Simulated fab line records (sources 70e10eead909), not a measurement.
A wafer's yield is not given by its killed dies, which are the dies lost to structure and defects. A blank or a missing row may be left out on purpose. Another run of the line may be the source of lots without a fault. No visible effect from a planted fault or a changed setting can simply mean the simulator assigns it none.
fab line records	flow nandHarc
record lots=6	wafers=18	lastDay=34
route steps=1302 shown A_M0@1162 A_M1@1169 END@1302
lots with no fault: from the same line, run without faults
startH: hours from the record's first day to the start of the lot's first wafer shown	waitH: time in hours since the lot's previous step	" unchanged from the row above	L1.1+2: several wafers, shown together as one row	- no value present, or no start provided	* or withheld: withheld	< > ~ a bound
route shown NAME@n: a module of which the file shows steps, and the number in the route of the first	usual: mean and standard deviation over wafers with no fault	same: alike in all rows	chamber/n: place in a boat	sites: the reading at each site	_std_site: the standard deviation of these	_edge_site: mean of outer sites minus mean of inner sites	radiusMm: how far each site lies from the wafer's centre	mask NAME#n: copy n	behind: the most recent tool/chamber to have shaped the wafer	hold: cause of the lot's hold/its duration in hours/its outcome	device: transistor that didn't switch, given as n, p or np	end of line: at the end of the route, the tests of the same wafers	a step given without rows: its recipe and nothing more	killed: dies that structure and defects cost at the first sort, which is not the same as the wafer's yield	map: shows each die of a wafer: x if killed, . if not, _ if none is there
set.NAME: the setting the step ran with; set.NAME@STEP: the setting that earlier step ran with	model.NAME: the simulator's own value behind a step, which no gauge read
lots at selected steps of the route; one table per step, one row per wafer
services: when a tool's chamber went out of use (startH, in hours from the record's first day, below 0 if earlier), for how many hours, and the reason
## steps
# step NHARC_A_M0_CMP_23
# recipe tOverpolishS=20	targetThkNm=113.75
# usual motorCurrentA=12.2/1.1	timeToEndpointS=28.1/2.2
# same tOverpolishS=20
lot.wafer	tool	chamber	startH	waitH	motorCurrentA	timeToEndpointS
L268.2	cmp-03	3	626.31	-	11.7	29.5
L268.3	"	1	"	"	13.0	29.9
L268.6	"	0	"	"	11.2	25.8
L272.4	cmp-03	1	643.61	-	12.7	29.5
L272.3	"	2	"	"	13.3	28.3
L272.6	"	1	"	"	13.2	29.9
L273.2	cmp-02	1	648.91	-	10.2	32.3
L273.3	"	2	"	"	11.4	26.2
L273.5	"	1	"	"	10.1	31.1
L279.1	cmp-04	3	739.82	-	12.2	27.9
L279.6	"	2	"	"	14.3	27.3
L279.5	"	3	"	"	11.8	24.9
L281.4	cmp-04	0	745.15	-	11.4	33.1
L281.2	"	1	"	"	12.6	27.4
L281.5	"	2	"	"	13.5	27.9
L283.2	cmp-03	2	767.95	-	13.5	28.2
L283.6	"	2	"	"	13.7	28.7
L283.5	"	3	"	"	11.9	28.2
# step NHARC_A_M0_THK_MEAS_24
# recipe thkMeasGauge=xrf
# usual thkNm=113.4/1.4
lot.wafer	tool	chamber	startH	waitH	thkNm
L268.2	filmMetro-01	-	626.63	-	113.2
L268.3	"	-	"	"	115.0
L268.6	"	-	"	"	115.2
L272.3	filmMetro-02	-	643.93	-	113.5
L272.4	"	-	"	"	112.9
L272.6	"	-	"	"	113.4
L273.2	filmMetro-01	-	649.19	-	114.0
L273.3	"	-	"	"	112.1
L273.5	"	-	"	"	115.2
L279.1	filmMetro-02	-	740.11	-	111.2
L279.5	"	-	"	"	113.8
L279.6	"	-	"	"	114.0
L281.2	filmMetro-01	-	745.41	-	113.0
L281.4	"	-	"	"	116.4
L281.5	"	-	"	"	114.1
L283.2	filmMetro-01	-	768.27	-	113.6
L283.5	"	-	"	"	112.0
L283.6	"	-	"	"	112.5
# step NHARC_A_M0_SRD_25
# step NHARC_A_M0_INSPECT_27
# usual rawDefectCount=518/120
lot.wafer	tool	chamber	startH	waitH	rawDefectCount
L268.2	defectInspect-01	-	626.78	0.0	572
L268.3	"	-	"	"	459
L268.6	"	-	"	"	663
L272.3	defectInspect-01	-	644.09	0.0	586
L272.4	"	-	"	"	655
L272.6	"	-	"	"	785
L273.2	defectInspect-02	-	649.41	0.0	505
L273.3	"	-	"	"	494
L273.5	"	-	"	"	475
L279.1	defectInspect-01	-	740.26	0.0	527
L279.5	"	-	"	"	580
L279.6	"	-	"	"	514
L281.2	defectInspect-02	-	745.57	0.0	432
L281.4	"	-	"	"	662
L281.5	"	-	"	"	613
L283.2	defectInspect-02	-	768.43	0.0	487
L283.5	"	-	"	"	505
L283.6	"	-	"	"	588
# step NHARC_A_M0_PRE_CLEAN_31
# recipe timeS=12	tempC=370	rfPowerW=300	gas=NH3
# usual heaterPowerW=669/110
lot.wafer	tool	chamber	startH	waitH	heaterPowerW
L268.3	pecvd-01	0	626.85	0.1	534
L268.2	"	2	"	"	595
L268.6	"	0	"	"	555
L272.3	pecvd-03	2	644.19	0.1	582
L272.4	"	2	"	"	588
L272.6	"	0	"	"	624
L273.2	pecvd-01	0	649.48	0.1	582
L273.3	"	2	"	"	576
L273.5	"	0	"	"	583
L279.1	pecvd-04	0	740.42	0.2	791
L279.6	"	2	"	"	685
L279.5	"	1	"	"	614
L281.2	pecvd-03	2	745.80	0.2	545
L281.5	"	2	"	"	552
L281.4	"	0	"	"	656
L283.2	pecvd-01	2	768.50	0.1	560
L283.6	"	2	"	"	550
L283.5	"	0	"	"	585
# step NHARC_A_M0_DEP_32
# recipe targetThkA=300	tempC=370	targetThkNm=30	pressureTorr=3	flowSccm=200	rfW=450	material=SiCN
# usual heaterPowerW=613/100
lot.wafer	tool	chamber	startH	waitH	heaterPowerW
L268.3	pecvd-01	0	626.93	0.1	569
L268.2	"	2	"	"	514
L268.6	"	0	"	"	563
L272.3	pecvd-03	2	644.30	0.1	493
L272.4	"	2	"	"	481
L272.6	"	0	"	"	602
L273.2	pecvd-01	0	649.56	0.1	467
L273.3	"	2	"	"	544
L273.5	"	0	"	"	456
L279.1	pecvd-04	0	740.53	0.1	726
L279.6	"	2	"	"	584
L279.5	"	1	"	"	587
L281.2	pecvd-03	2	745.91	0.1	510
L281.5	"	2	"	"	517
L281.4	"	0	"	"	688
L283.2	pecvd-01	2	768.57	0.1	512
L283.6	"	2	"	"	514
L283.5	"	0	"	"	605
# step NHARC_A_M1_DEP_00
# recipe targetThkA=1825	targetThkNm=182.5	tempC=withheld	pressureTorr=5	flowSccm=200	rfW=600	material=SiOC
# step NHARC_A_M1_DEHYDRATE_01
# recipe tempC=150	timeS=120
# step NHARC_A_M1_HMDS_02
# recipe timeS=30
# step NHARC_A_M1_COAT_34
# recipe tempC=200	timeS=65
# step NHARC_A_M1_COAT_03
# recipe spinRpm=1500	resistThkNm=90
# step NHARC_A_M1_SOFTBAKE_04
# recipe tempC=105	timeS=55
# usual heaterPowerTotalW=188.45/0.12
lot.wafer	tool	chamber	startH	waitH	heaterPowerTotalW
L268.2	lithoTrack-04	0	627	-	188.46
L268.3	"	0	"	"	188.31
L268.6	"	0	"	"	188.38
L272.3	lithoTrack-04	0	645	-	204.11
L272.4	"	0	"	"	204.07
L272.6	"	0	"	"	203.83
L273.2	lithoTrack-04	0	650	-	203.62
L273.3	"	0	"	"	203.54
L273.5	"	0	"	"	203.84
L279.1	lithoTrack-04	0	741	-	188.40
L279.5	"	0	"	"	188.25
L279.6	"	0	"	"	188.44
L281.2	lithoTrack-04	0	746	-	188.43
L281.4	"	0	"	"	188.46
L281.5	"	0	"	"	188.48
L283.2	lithoTrack-01	0	769	-	188.42
L283.5	"	0	"	"	188.42
L283.6	"	0	"	"	188.47
# step NHARC_A_M1_EBR_05
# step NHARC_A_M1_EXPOSE_06
# recipe na=1.35	targetCdNm=120	doseMj=75.13	maskId=A_M1
# step NHARC_A_M1_PEB_07
# recipe pebTempC=100	pebTimeS=65
# step NHARC_A_M1_DEVELOP_08
# recipe developTimeS=35	devTempC=23
# step NHARC_A_M1_CD_MEAS_09
# recipe targetCdNm=120	landingEnergyEv=500
# usual cdNm=120.0/0.49
lot.wafer	tool	chamber	startH	waitH	cdNm
L268.2	cdSem-03	0	628.05	-	120.6
L268.3	"	0	"	"	120.4
L268.6	"	0	"	"	120.3
L272.3	cdSem-03	0	645.39	-	119.3
L272.4	"	0	"	"	119.4
L272.6	"	0	"	"	119.4
L273.2	cdSem-01	0	650.80	-	119.7
L273.3	"	0	"	"	119.1
L273.5	"	0	"	"	118.5
L279.1	cdSem-01	0	741.60	-	119.6
L279.5	"	0	"	"	119.6
L279.6	"	0	"	"	119.3
L281.2	cdSem-03	0	747.14	-	120.5
L281.4	"	0	"	"	120.1
L281.5	"	0	"	"	120.2
L283.2	cdSem-03	0	769.70	-	119.9
L283.5	"	0	"	"	120.4
L283.6	"	0	"	"	119.1
# step NHARC_A_M1_OVL_MEAS_10
# recipe pitchNm=240
# usual overlayXNm=-0.4/0.78	overlayYNm=0.0/0.94
lot.wafer	tool	chamber	startH	waitH	overlayXNm	overlayYNm
L268.2	overlay-02	-	628.14	-	-0.6	0.6
L268.3	"	-	"	"	-0.1	0.7
L268.6	"	-	"	"	0.0	0.5
L272.3	overlay-01	-	645.47	-	-0.5	-0.6
L272.4	"	-	"	"	-0.1	-1.0
L272.6	"	-	"	"	-0.4	-0.9
L273.2	overlay-01	-	650.89	-	-0.8	-0.6
L273.3	"	-	"	"	-0.6	-0.7
L273.5	"	-	"	"	-0.8	-0.9
L279.1	overlay-01	-	741.69	-	-1.4	1.1
L279.5	"	-	"	"	-1.2	0.8
L279.6	"	-	"	"	-1.3	0.3
L281.2	overlay-02	-	747.22	-	0.2	0.2
L281.4	"	-	"	"	0.4	0.1
L281.5	"	-	"	"	0.5	0.5
L283.2	overlay-01	-	769.78	-	0.5	-0.2
L283.5	"	-	"	"	0.2	-1.2
L283.6	"	-	"	"	0.6	-0.5
# step NHARC_A_M1_INSPECT_11
# usual rawDefectCount=96/36
lot.wafer	tool	chamber	startH	waitH	rawDefectCount
L268.2	defectInspect-02	-	628.18	0.0	127
L268.3	"	-	"	"	131
L268.6	"	-	"	"	112
L272.3	defectInspect-02	-	645.51	0.0	134
L272.4	"	-	"	"	165
L272.6	"	-	"	"	127
L273.2	defectInspect-02	-	650.93	0.0	77
L273.3	"	-	"	"	65
L273.5	"	-	"	"	77
L279.1	defectInspect-01	-	741.73	0.0	75
L279.5	"	-	"	"	89
L279.6	"	-	"	"	99
L281.2	defectInspect-01	-	747.26	0.0	150
L281.4	"	-	"	"	126
L281.5	"	-	"	"	116
L283.2	defectInspect-02	-	769.82	0.0	138
L283.5	"	-	"	"	120
L283.6	"	-	"	"	164
# step NHARC_A_M1_DESCUM_14
# recipe timeS=3	o2FlowSccm=200	arFlowSccm=0	biasPowerW=0	chemistry=O2
# usual drypumpMotorCurrentA=5.9/0.34	oesProductAu=0.998/0.0088	rfVppV=57.6/0.89	showerheadPlenumPTorr=1.86/0.06	throttleValvePct=11.312/0.0095
lot.wafer	tool	chamber	startH	waitH	drypumpMotorCurrentA	oesProductAu	rfHoursCounterH	rfVppV	showerheadPlenumPTorr	throttleValvePct	model.A_M1.cdNm
L268.3	rieDiel-06	1	628.24	0.1	5.5	1.006	6.3	57.7	1.87	11.321	120.9
L268.2	"	3	"	"	6.0	1.008	5.8	58.0	1.79	11.328	120.1
L268.6	"	1	"	"	5.5	1.007	-	58.7	1.87	11.316	120.7
L272.4	rieDiel-01	1	645.57	0.1	5.2	0.986	3.8	56.7	1.92	11.314	120.1
L272.3	"	0	"	"	6.1	0.991	3.6	55.2	1.94	11.309	119.1
L272.6	"	2	"	"	6.2	1.016	-	57.4	1.78	11.313	119.9
L273.3	rieDiel-06	0	650.99	0.1	5.9	0.982	7.0	57.6	1.85	11.320	119.2
L273.2	"	1	"	"	5.5	0.995	7.2	58.8	1.87	11.325	120.3
L273.5	"	1	"	"	5.5	0.989	-	56.8	1.87	11.327	119
L279.1	rieDiel-06	2	741.80	0.1	6.3	0.993	4.9	57.1	1.79	11.300	119.8
L279.6	"	1	"	"	5.5	0.997	-	57.0	1.86	11.323	119.8
L279.5	"	2	"	"	6.3	0.987	-	58.0	1.79	11.314	120
L281.2	rieDiel-06	3	747.32	0.1	6.0	0.984	6.3	57.1	1.79	11.310	120.7
L281.4	"	2	"	"	6.3	0.987	5.3	57.2	1.79	11.313	120.5
L281.5	"	0	"	"	6.0	1.007	-	57.4	1.85	11.317	120.4
L283.2	rieDiel-01	2	769.88	0.1	6.1	0.989	1.5	56.9	1.77	11.314	120.3
L283.5	"	0	"	"	6.1	0.991	-	57.2	1.94	11.315	120.3
L283.6	"	1	"	"	5.2	0.992	-	58.6	1.92	11.302	120.2
# step NHARC_A_M1_ETCH_35
# recipe targetDepthA=400	overetchA=120	timeS=43.94	ionEnergyEv=200	n2FlowSccm=150	h2FlowSccm=150	arFlowSccm=0	rfW=400	biasW=150	chemistry=N2/H2
# usual drypumpMotorCurrentA=5.9/0.35	oesProductAu=0.998/0.0082	rfVppV=429.0/2	showerheadPlenumPTorr=1.99/0.066	throttleValvePct=14.171/0.01
lot.wafer	tool	chamber	startH	waitH	drypumpMotorCurrentA	oesProductAu	rfHoursCounterH	rfVppV	showerheadPlenumPTorr	throttleValvePct
L268.3	rieDiel-06	0	628.33	0.1	6.0	0.990	6.2	428.5	1.97	14.180
L268.2	"	1	"	"	5.5	0.999	6.3	429.3	1.99	14.166
L268.6	"	3	"	"	6.0	1.006	-	427.2	1.91	14.162
L272.4	rieDiel-01	2	645.66	0.1	6.1	1.003	3.9	425.6	1.89	14.179
L272.3	"	3	"	"	6.0	1.014	1.8	429.3	2.03	14.170
L272.6	"	2	"	"	6.2	1.000	-	427.8	1.89	14.167
L273.2	rieDiel-06	1	651.07	0.1	5.5	0.996	7.2	430.4	1.99	14.172
L273.3	"	3	"	"	6.0	0.997	7.1	427.5	1.91	14.144
L273.5	"	2	"	"	6.3	0.990	-	425.6	1.91	14.165
L279.1	rieDiel-06	2	741.89	0.1	6.3	0.994	4.9	426.3	1.91	14.169
L279.6	"	3	"	"	6.0	0.988	-	427.1	1.91	14.177
L279.5	"	0	"	"	5.9	0.998	-	428.4	1.97	14.182
L281.4	rieDiel-06	2	747.41	0.1	6.3	0.987	5.3	426.6	1.91	14.163
L281.2	"	3	"	"	6.0	0.982	6.3	427.2	1.90	14.163
L281.5	"	2	"	"	6.3	1.004	-	427.2	1.91	14.184
L283.2	rieDiel-01	0	770.00	0.1	6.1	1.001	1.5	431.0	2.07	14.163
L283.5	"	1	"	"	5.2	1.010	-	429.8	2.05	14.173
L283.6	"	0	"	"	6.1	0.997	-	430.9	2.07	14.181
# step NHARC_END_SORT_01
# recipe tempC=25
# usual defectLimitedYield=89.9/2.7	killedAtArray=64/18	killedAtOther=0.8/1.1	killedAtPeriphery=3.8/2.7	killedDies=68/18	killedOpen=3.3/1.9	killedShort=2.3/1.8
# same grossDies=677
lot.wafer	tool	chamber	startH	waitH	defectLimitedYield[%]	killedAtArray	killedAtOther	killedAtPeriphery	killedDies	killedOpen	killedShort
L268.2	prober-02	0	666.50	2.8	88.0	79	2	0	81	3	1
L268.3	prober-02	0	667.29	3.1	87.4	79	0	6	85	4	1
L268.6	prober-02	0	669.64	3.9	87.6	80	2	2	84	2	5
L273.2	prober-01	0	694.79	2.8	91.9	53	0	2	55	5	3
L273.3	prober-01	0	695.59	3.1	93.5	41	0	3	44	3	2
L273.5	prober-01	0	697.20	3.7	90.7	56	0	7	63	3	2
L281.2	prober-02	0	787.56	2.8	91.1	58	0	2	60	2	1
L281.4	prober-02	0	789.17	3.4	88.2	79	0	1	80	2	1
L281.5	prober-02	0	789.97	3.7	88.3	77	1	1	79	4	0
L283.2	prober-01	0	808.61	2.8	86.1	93	0	1	94	2	3
L283.5	prober-01	0	811.04	3.7	89.2	72	0	1	73	7	2
L283.6	prober-01	0	811.85	4.1	88.0	80	0	1	81	2	1
# killed by level:class
L268.2 A_SLIT:chamberFilmFlake=32 A_CHANNEL_HOLE_D1:chamberFilmFlake=30 A_CHANNEL_HOLE_D2:unspecified=5 A_CONTACT:chamberFilmFlake=4 A_CHANNEL_FILL_D1:geometricParticle:open=2 A_CHANNEL_HOLE_D2:chamberFilmFlake=2 A_WL_FILL:chamberFilmFlake=2 A_SOURCE_PLATE:geometricParticle:short=1
L268.3 A_SLIT:chamberFilmFlake=34 A_CHANNEL_HOLE_D1:chamberFilmFlake=31 A_WL_FILL:chamberFilmFlake=3 A_CONTACT:chamberFilmFlake=3 P_CONTACT:geometricParticle:open=2 A_DECK1_JOINT:chamberFilmFlake=2 A_CHANNEL_HOLE_D1:geometricParticle:open=1 A_ONON_D2:geometricParticle:short=1
L268.6 A_SLIT:chamberFilmFlake=33 A_CHANNEL_HOLE_D1:chamberFilmFlake=30 A_CHANNEL_HOLE_D2:unspecified=4 A_DECK1_JOINT:chamberFilmFlake=3 A_ONON_D2:geometricParticle:short=2 A_WL_FILL:geometricParticle:short=2 THIN_TSV:chamberFilmFlake=2 A_SOURCE_PLATE:geometricParticle:short=1
L273.2 A_SLIT:chamberFilmFlake=39 A_CHANNEL_HOLE_D1:chamberFilmFlake=3 A_CHANNEL_HOLE_D1:geometricParticle:short=2 A_M0:geometricParticle:open=2 A_CONTACT:chamberFilmFlake=2 A_DECK1_JOINT:geometricParticle:open=1 A_WL_FILL:geometricParticle:open=1 A_BLC:geometricParticle:open=1
L273.3 A_SLIT:chamberFilmFlake=31 A_CHANNEL_HOLE_D1:chamberFilmFlake=3 P_M1:chamberFilmFlake=2 A_ONON_D1:geometricParticle:short=1 A_WL_FILL:geometricParticle:open=1 A_DECK1_JOINT:geometricParticle:open=1 A_ONON_D2:geometricParticle:short=1 A_SGD_CUT:geometricParticle:open=1
L273.5 A_SLIT:chamberFilmFlake=36 A_CHANNEL_HOLE_D1:chamberFilmFlake=12 P_M1:chamberFilmFlake=3 A_CONTACT:chamberFilmFlake=3 P_CONTACT:chamberFilmFlake=2 P_M0:geometricParticle:open=1 A_CHANNEL_HOLE_D1:geometricParticle:short=1 A_CHANNEL_FILL_D1:geometricParticle:open=1
L281.2 A_CHANNEL_HOLE_D2:chamberFilmFlake=23 A_SLIT:chamberFilmFlake=17 A_CONTACT:chamberFilmFlake=7 A_CHANNEL_HOLE_D1:chamberFilmFlake=6 A_SGD_CUT:chamberFilmFlake=2 P_CONTACT:geometricParticle:short=1 A_CHANNEL_FILL_D2:geometricParticle:open=1 A_BLC:geometricParticle:open=1
L281.4 A_CHANNEL_HOLE_D2:chamberFilmFlake=29 A_SLIT:chamberFilmFlake=23 A_CHANNEL_HOLE_D1:chamberFilmFlake=12 A_CONTACT:chamberFilmFlake=10 A_STAIRCASE:chamberFilmFlake=2 A_CHANNEL_HOLE_D1:geometricParticle:open=1 A_CHANNEL_HOLE_D2:geometricParticle:open=1 A_M0:geometricParticle:short=1
L281.5 A_SLIT:chamberFilmFlake=30 A_CHANNEL_HOLE_D2:chamberFilmFlake=27 A_CHANNEL_HOLE_D1:chamberFilmFlake=10 A_CONTACT:chamberFilmFlake=3 A_STAIRCASE:chamberFilmFlake=2 A_ONON_D1:geometricParticle:open=1 A_CHANNEL_FILL_D1:geometricParticle:open=1 A_DECK1_JOINT:geometricParticle:open=1
L283.2 A_CHANNEL_HOLE_D2:chamberFilmFlake=26 A_CHANNEL_HOLE_D1:chamberFilmFlake=18 A_SLIT:chamberFilmFlake=18 A_CONTACT:chamberFilmFlake=10 A_BONDPAD:chamberFilmFlake=9 A_STAIRCASE:chamberFilmFlake=6 A_ONON_D2:geometricParticle:short=2 A_BLC:geometricParticle:open=2
L283.5 A_SLIT:chamberFilmFlake=28 A_CHANNEL_HOLE_D2:chamberFilmFlake=11 A_CHANNEL_HOLE_D1:chamberFilmFlake=7 A_CONTACT:chamberFilmFlake=5 A_STAIRCASE:chamberFilmFlake=4 A_BONDPAD:chamberFilmFlake=4 A_M0:geometricParticle:open=3 A_ONON_D1:geometricParticle:open=2
L283.6 A_CHANNEL_HOLE_D2:chamberFilmFlake=21 A_SLIT:chamberFilmFlake=17 A_CHANNEL_HOLE_D1:chamberFilmFlake=11 A_STAIRCASE:chamberFilmFlake=11 A_CONTACT:chamberFilmFlake=7 A_SGD_CUT:chamberFilmFlake=4 A_CHANNEL_FILL_D1:chamberFilmFlake=2 A_BONDPAD:chamberFilmFlake=2
## services
tool	chamber	startH	hours	kind
cmp-04	-	604.00	4.0	pm
pecvd-03	-	614.07	0.6	repair
cmp-02	-	624.56	4.0	pm
rieDiel-01	3	628.10	14.7	repair
pecvd-04	2	628.67	11.9	repair
pecvd-04	-	631.49	13.0	pm
cmp-04	-	632.85	1.8	repair
rieDiel-06	-	646.30	0.6	repair
pecvd-01	-	652.24	1.1	repair
cmp-03	-	653.29	4.0	pm
rieDiel-06	2	654.74	8.4	repair
rieDiel-06	-	661.20	9.0	pm
cmp-03	-	667.48	2.6	repair
pecvd-01	-	673.14	13.0	pm
rieDiel-01	2	698.83	3.8	repair
cmp-04	-	702.00	4.0	pm
rieDiel-01	2	716.02	5.6	repair
lithoTrack-04	-	728.00	7.0	pm
pecvd-03	-	728.18	13.0	pm
rieDiel-01	-	734.97	9.0	pm
cmp-04	-	747.55	0.4	repair
cmp-03	-	751.35	4.0	pm
pecvd-01	-	764.97	0.3	repair
rieDiel-06	-	765.14	0.3	repair
## key
firstSign step=NHARC_A_M1_SOFTBAKE_04	reading=heaterPowerTotalW	direction=up	sigmas=99+	usual=*	struck=*
effect step=NHARC_A_M1_CD_MEAS_09	reading=cdNm	direction=down	sigmas=1.6	usual=120.0	struck=119.2	through=controlLoop
modelEffect step=NHARC_A_M1_DESCUM_14	value=A_M1.cdNm	without=120.4	struck=119.6
metAt NHARC_A_M1_SOFTBAKE_04
struckWafers L272.3,L272.4,L272.6,L273.2,L273.3,L273.5
loopTrim step=NHARC_A_M1_EXPOSE_06	setting=dose	lots=L273
onsetBetween 627 645
fault kind=processParameterDrift	tool=lithoTrack-04	chamber=-	onsetH=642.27	steps=NHARC_A_M1_SOFTBAKE_04	channel=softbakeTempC	offset=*	shape=step	endH=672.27	actsIn=*	stated=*
# loopTrim: a control loop set the setting to another value than it would have without faults
